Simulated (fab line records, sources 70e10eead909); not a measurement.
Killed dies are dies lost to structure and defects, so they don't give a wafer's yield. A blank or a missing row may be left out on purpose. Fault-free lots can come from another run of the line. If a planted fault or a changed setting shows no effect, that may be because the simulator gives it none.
Chamber matching -- flow nand harc -- 4 sister chambers for NHARC_A_DECK1_JOINT_CMP_02 on cmp-02
The step polishes SiOx. 22 wafers are shown with their chamber, then 10 later ones without.

WAFERS WITH THEIR CHAMBER
wafer,chamber,motor current A (A)
L890.2,3,11.2
L890.3,0,12.6
L890.4,2,14.8
L892.1,3,10.7
L892.2,2,14.2
L892.3,1,10.9
L893.1,2,14.1
L893.3,0,12.6
L893.4,1,11.5
L894.2,0,12.3
L894.4,1,11.2
L894.6,2,13.9
L895.2,2,14.3
L895.3,1,11.8
L895.5,3,10.3
L896.1,0,12.2
L896.2,3,10.1
L896.5,0,12.6
L901.4,0,12.4
L901.6,0,12.2
L902.3,1,11.2
L902.4,2,15.0

SIGNATURES, as means of the wafers listed above
reading,chamber 0,chamber 1,chamber 2,chamber 3,scatter within a chamber
motor current A,12.414,11.320,14.383,10.575,0.357
Rule: a wafer lies at a distance from a chamber equal to the root of the sum of squares, over the readings, of (its reading less the chamber's mean, divided by the reading's scatter). The wafer belongs to the nearest chamber; if the next one is less than 2 further off, it can't be placed. The scatter: take each reading less its chamber's mean, square it, sum over the shown wafers, divide by the number of wafers less the number of chambers, and take the root.

WAFERS WITHOUT THEIR CHAMBER
wafer,motor current A (A)
L902.6,12.2
L908.1,11.1
L908.2,10.5
L908.4,12.0
L910.2,13.9
L910.3,12.3
L910.5,11.2
L911.1,11.1
L911.2,14.1
L911.5,14.2

EACH ONE'S CHAMBER
wafer,from the rows above,in truth
L902.6,can't be placed: 0 or 1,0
L908.1,can't be placed: 1 or 3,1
L908.2,3,3
L908.4,can't be placed: 0 or 1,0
L910.2,2,2
L910.3,0,0
L910.5,can't be placed: 1 or 3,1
L911.1,can't be placed: 1 or 3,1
L911.2,2,2
L911.5,2,2
Correct placement for 5 of the 10. Not placeable from these rows: 5 (in 5, the candidates include the true chamber). 0 placed wrongly.
